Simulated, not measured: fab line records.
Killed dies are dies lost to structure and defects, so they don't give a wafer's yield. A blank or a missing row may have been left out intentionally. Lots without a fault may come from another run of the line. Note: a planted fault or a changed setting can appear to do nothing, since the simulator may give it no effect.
Which tool did it?	flow nand-harc	45 wafers from 15 lots sampled at 4 of the route's 1159 steps

## WHAT THE GAUGES READ, wafer by wafer
The record lacks any reading of a measuring or inspecting step that a usual standard deviation could be used to judge.

## TOOL THAT RAN EACH LOT (tool first, then ch and the chambers of the sampled wafers, then the start)
lot	NHARC_P_M2_STRIP_18	NHARC_P_M2_CMP_23	NHARC_P_BONDPAD_EXPOSE_06	NHARC_P_BONDPAD_ETCH_37
L269	rie-diel-01 ch 2,3, day 6 10:43	cmp-04 ch 1,2,3, day 6 12:30	krf-scanner-03 ch 0, day 6 14:25	rie-diel-10 ch 1,2,3, day 6 14:52
L268	rie-diel-01 ch 0,1, day 6 15:21	cmp-03 ch 1,3, day 6 17:09	krf-scanner-04 ch 0, day 6 19:15	rie-diel-10 ch 2,3, day 6 19:43
L271	rie-diel-13 ch 0,3, day 7 04:39	cmp-01 ch 1,2, day 7 06:24	krf-scanner-04 ch 0, day 7 08:23	rie-diel-10 ch 0,2, day 7 08:51
L270	rie-diel-01 ch 1,3, day 7 06:32	cmp-03 ch 0,3, day 7 08:25	krf-scanner-03 ch 0, day 7 10:36	rie-diel-10 ch 0,2, day 7 11:31
L272	rie-diel-01 ch 0,1,3, day 7 14:37	cmp-03 ch 0,1,2, day 7 16:21	krf-scanner-04 ch 0, day 7 18:25	rie-diel-10 ch 0,1,2, day 7 18:51
L273	rie-diel-13 ch 0,1,2, day 7 15:22	cmp-01 ch 0,3, day 7 17:02	krf-scanner-03 ch 0, day 7 19:10	rie-diel-10 ch 1,2,3, day 7 19:37
L282	rie-diel-13 ch 1,2, day 10 04:43	cmp-04 ch 1,2,3, day 10 06:37	krf-scanner-01, day 10 08:46	rie-diel-04 ch 0,1,3, day 10 09:14
L283	rie-diel-01 ch 1,2,3, day 10 06:50	cmp-04 ch 0,1, day 10 08:31	krf-scanner-01, day 10 10:38	rie-diel-10 ch 0,1,2, day 10 11:05
L284	rie-diel-13 ch 0,2,3, day 10 13:17	cmp-01 ch 1,2,3, day 10 15:04	krf-scanner-04, day 10 17:16	rie-diel-10 ch 2,3, day 10 17:44
L285	rie-diel-01 ch 0,2,3, day 10 19:54	cmp-04 ch 0,2, day 10 21:43	krf-scanner-01 ch 0, day 10 23:49	rie-diel-11 ch 0,1,2, day 11 00:16
L286	rie-diel-01 ch 0,3, day 11 04:13	cmp-04 ch 2,3, day 11 06:33	krf-scanner-03 ch 0, day 11 08:46	rie-diel-10 ch 0,1,2, day 11 09:13
L287	rie-diel-01 ch 0,3, day 11 05:22	cmp-03 ch 0,2,3, day 11 07:15	krf-scanner-01 ch 0, day 11 09:25	rie-diel-10 ch 2,3, day 11 09:51
L288	rie-diel-01 ch 1,2, day 11 11:08	cmp-03 ch 0,1,3, day 11 13:07	krf-scanner-03 ch 0, day 11 15:17	rie-diel-10 ch 0,1,3, day 11 15:44
L290	rie-diel-01 ch 0,1,2, day 11 15:13	cmp-01 ch 0,2,3, day 11 17:02	krf-scanner-04 ch 0, day 11 19:10	rie-diel-10 ch 0,2,3, day 11 19:37
L289	rie-diel-01 ch 1,2, day 11 15:55	cmp-04 ch 0,1, day 11 17:38	krf-scanner-04 ch 0, day 11 19:40	rie-diel-04 ch 0,1,2, day 11 20:07
- NHARC_P_M2_STRIP_18: strips in N2/H2.
- NHARC_P_M2_CMP_23: polishes, t overpolish 20 s, target thk 144.3 nm.
- NHARC_P_BONDPAD_EXPOSE_06: exposes mask P BPAD.
- NHARC_P_BONDPAD_ETCH_37: etches the open film in N2/H2, target depth 60 nm, overetch 18 nm, time 65.91 s.

## AS READ BY THE TOOLS THEMSELVES (means over the sampled wafers that have a number; for cases with no such wafer, the mark the record gives instead)
NHARC_P_M2_STRIP_18. Usual: drypump-motor-current-A 5.7 A, standard deviation 0.42; oes-product-au 0.995 a.u., standard deviation 0.01; rf-vpp-V 90.6 V, standard deviation 1; showerhead-plenum-p-Torr 2.01 Torr, standard deviation 0.11; throttle-valve-pct 14.171 %, standard deviation 0.0088.
lot	tool	drypump-motor-current-A (A)	oes-product-au (a.u.)	rf-vpp-V (V)	showerhead-plenum-p-Torr (Torr)	throttle-valve-pct (%)	flag
L269	rie-diel-01	5.8	0.999	90.5	2.07	14.167	
L268	rie-diel-01	5.9	0.990	90.4	1.92	14.173	
L271	rie-diel-13	5.2	1.007	90.5	2.03	14.168	
L270	rie-diel-01	6.0	0.990	90.4	2.00	14.178	
L272	rie-diel-01	5.7	0.987	91.4	2.00	14.171	
L273	rie-diel-13	5.9	1.002	90.7	2.07	14.171	
L282	rie-diel-13	6.1	0.992	90.5	2.08	14.177	
L283	rie-diel-01	6.0	0.991	89.8	1.99	14.166	
L284	rie-diel-13	5.6	1.009	91.8	2.05	14.164	
L285	rie-diel-01	5.7	0.990	90.4	1.99	14.168	
L286	rie-diel-01	5.5	0.988	90.8	2.08	14.170	
L287	rie-diel-01	5.4	0.995	90.6	2.00	14.175	
L288	rie-diel-01	6.2	0.997	90.8	1.91	14.160	
L290	rie-diel-01	5.9	0.999	90.4	1.91	14.163	
L289	rie-diel-01	6.2	0.991	90.6	1.90	14.168	

NHARC_P_M2_CMP_23. Usual: motor-current-A 11.9 A, standard deviation 1; time-to-endpoint-s 27.6 s, standard deviation 2.
lot	tool	motor-current-A (A)	time-to-endpoint-s (s)	flag
L269	cmp-04	11.5	27.9	
L268	cmp-03	13.0	28.9	
L271	cmp-01	12.2	28.7	
L270	cmp-03	12.0	29.6	
L272	cmp-03	12.0	28.1	
L273	cmp-01	13.0	25.9	
L282	cmp-04	11.2	25.4	
L283	cmp-04	11.3	28.5	
L284	cmp-01	12.3	28.3	
L285	cmp-04	11.3	28.1	
L286	cmp-04	12.0	26.7	
L287	cmp-03	11.0	27.7	
L288	cmp-03	12.4	27.3	
L290	cmp-01	12.3	28.6	
L289	cmp-04	11.1	29.6	

NHARC_P_BONDPAD_EXPOSE_06. Usual: exposure-dose-mJ-cm2 37.07, standard deviation 0.038; focus-offset-nm 0.2 nm, standard deviation 0.48.
lot	tool	exposure-dose-mJ-cm2	focus-offset-nm (nm)	flag
L269	krf-scanner-03	37.07	-0.2	
L268	krf-scanner-04	37.10	0.5	
L271	krf-scanner-04	37.10	0.9	
L270	krf-scanner-03	37.06	0.1	
L272	krf-scanner-04	37.05	0.2	
L273	krf-scanner-03	37.06	0.2	
L282	krf-scanner-01	-	-	OFF
L283	krf-scanner-01	-	-	OFF
L284	krf-scanner-04	-	-	OFF
L285	krf-scanner-01	37.07	0.4	
L286	krf-scanner-03	37.07	-0.1	
L287	krf-scanner-01	37.11	0.2	
L288	krf-scanner-03	37.03	0.6	
L290	krf-scanner-04	37.05	0.6	
L289	krf-scanner-04	37.02	1.0	

NHARC_P_BONDPAD_ETCH_37. Usual: drypump-motor-current-A 5.63 A, standard deviation 0.19; oes-product-au 1.002 a.u., standard deviation 0.011; rf-vpp-V 432.1 V, standard deviation 1.7; showerhead-plenum-p-Torr 2.10 Torr, standard deviation 0.057; throttle-valve-pct 14.172 %, standard deviation 0.009.
lot	tool	drypump-motor-current-A (A)	oes-product-au (a.u.)	rf-vpp-V (V)	showerhead-plenum-p-Torr (Torr)	throttle-valve-pct (%)	flag
L269	rie-diel-10	5.62	0.998	432.4	2.12	14.187	
L268	rie-diel-10	5.66	1.000	432.8	2.12	14.166	
L271	rie-diel-10	5.60	1.003	431.2	2.07	14.168	
L270	rie-diel-10	5.60	1.003	431.6	2.07	14.170	
L272	rie-diel-10	5.55	1.004	430.8	2.07	14.166	
L273	rie-diel-10	5.61	1.004	432.2	2.11	14.173	
L282	rie-diel-04	5.66	1.011	432.2	2.10	14.181	
L283	rie-diel-10	5.54	1.001	431.1	2.07	14.171	
L284	rie-diel-10	5.76	0.997	433.5	2.16	14.177	
L285	rie-diel-11	5.78	0.999	429.9	2.03	14.166	
L286	rie-diel-10	5.55	0.998	431.1	2.07	14.168	
L287	rie-diel-10	5.77	0.999	434.3	2.16	14.176	
L288	rie-diel-10	5.64	0.995	432.3	2.11	14.180	
L290	rie-diel-10	5.70	0.999	432.1	2.11	14.171	
L289	rie-diel-04	5.51	1.003	433.1	2.13	14.176	

## THE ANSWER, worked out from the rows above alone
Rule: a lot counts as off when the mean over its wafers that have a number is more than 3 standard deviations away from the usual mean. A lot without any number at a reading at which 4 lots or more have one is off too. Where the step has rows for the other lots, those lots are counted as sound. Order of review: gauges by route order, followed by the tools' own readings, for which a lot's mean as printed above is used. The first step at which some lot is off is used, and at that step the reading that is off furthest; a lot without a number counts as furthest.
Off: L282, L283, L284 (NHARC_P_BONDPAD_EXPOSE_06, exposure-dose-mJ-cm2). Without a number there: L282, L283, L284.
A tool fits if, at that step or a process step before it, it ran every lot that is off, and no sound lot after the first of them. No candidate that was tried fits.

## WHAT WAS PUT IN BY THE SIMULATOR
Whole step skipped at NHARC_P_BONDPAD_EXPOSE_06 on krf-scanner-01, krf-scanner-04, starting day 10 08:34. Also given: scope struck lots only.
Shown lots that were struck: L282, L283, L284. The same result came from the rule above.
